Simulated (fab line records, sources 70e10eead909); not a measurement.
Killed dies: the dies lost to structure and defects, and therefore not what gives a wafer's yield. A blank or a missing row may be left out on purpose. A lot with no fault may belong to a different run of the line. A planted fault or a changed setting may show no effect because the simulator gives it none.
Chamber matching || flow nand_harc || 4 sister chambers for NHARC_A_M0_CMP_23 on cmp-03
The step polishes, t overpolish 20 s, target thk 113.75 nm. 8 wafers are shown with their chamber, then 8 later ones without.

## WAFERS PAIRED WITH THEIR CHAMBERS
{"wafer": "L079.1", "chamber": 2, "motor_current_A (A)": 12.6, "time_to_endpoint_s (s)": 30.9}
{"wafer": "L083.4", "chamber": 1, "motor_current_A (A)": 12.9, "time_to_endpoint_s (s)": 29.8}
{"wafer": "L086.4", "chamber": 3, "motor_current_A (A)": 11.8, "time_to_endpoint_s (s)": 28.4}
{"wafer": "L086.6", "chamber": 1, "motor_current_A (A)": 13.2, "time_to_endpoint_s (s)": 28.4}
{"wafer": "L091.2", "chamber": 3, "motor_current_A (A)": 11.4, "time_to_endpoint_s (s)": 28.3}
{"wafer": "L091.3", "chamber": 2, "motor_current_A (A)": 12.5, "time_to_endpoint_s (s)": 29.4}
{"wafer": "L091.5", "chamber": 0, "motor_current_A (A)": 13.3, "time_to_endpoint_s (s)": 26.0}
{"wafer": "L090.1", "chamber": 0, "motor_current_A (A)": 12.8, "time_to_endpoint_s (s)": 31.9}

## WAFERS WITH NO CHAMBER GIVEN
{"wafer": "L090.2", "motor_current_A (A)": 11.6, "time_to_endpoint_s (s)": 31.5}
{"wafer": "L090.6", "motor_current_A (A)": 12.1, "time_to_endpoint_s (s)": 31.0}
{"wafer": "L094.1", "motor_current_A (A)": 12.3, "time_to_endpoint_s (s)": 31.3}
{"wafer": "L094.3", "motor_current_A (A)": 13.7, "time_to_endpoint_s (s)": 28.2}
{"wafer": "L094.4", "motor_current_A (A)": 12.5, "time_to_endpoint_s (s)": 29.7}
{"wafer": "L092.4", "motor_current_A (A)": 11.7, "time_to_endpoint_s (s)": 31.0}
{"wafer": "L092.5", "motor_current_A (A)": 12.0, "time_to_endpoint_s (s)": 29.7}
{"wafer": "L092.6", "motor_current_A (A)": 11.7, "time_to_endpoint_s (s)": 31.1}

## WHICH CHAMBER EACH WENT THROUGH
{"wafer": "L090.2", "from the rows above": 3, "in truth": 3}
{"wafer": "L090.6", "from the rows above": "can't be placed: 2 or 3", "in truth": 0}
{"wafer": "L094.1", "from the rows above": "can't be placed: 2 or 3", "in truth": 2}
{"wafer": "L094.3", "from the rows above": "can't be placed: 0 or 1", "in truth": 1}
{"wafer": "L094.4", "from the rows above": "can't be placed: 2 or 1 or 0", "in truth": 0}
{"wafer": "L092.4", "from the rows above": 3, "in truth": 3}
{"wafer": "L092.5", "from the rows above": "can't be placed: 3 or 2", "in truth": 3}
{"wafer": "L092.6", "from the rows above": 3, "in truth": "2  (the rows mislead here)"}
2 of 8 placed correctly. Not placeable from these rows: 5 (in 4, the candidates include the true chamber). Placed wrongly: 1.
How it was worked out, from the rows above alone: a wafer's distance from a chamber is the root of the sum, over the readings, of the square of ((its reading less the chamber's mean) divided by the reading's scatter). If the next closest chamber is less than 2 further off than the closest, the wafer can't be placed; otherwise it belongs to the closest. For every chamber, the mean is computed from those of its wafers that are shown. How the scatter is found: for the shown wafers, subtract from each reading the mean of its chamber, square and add these, divide the total by (wafers less chambers), then take the root.
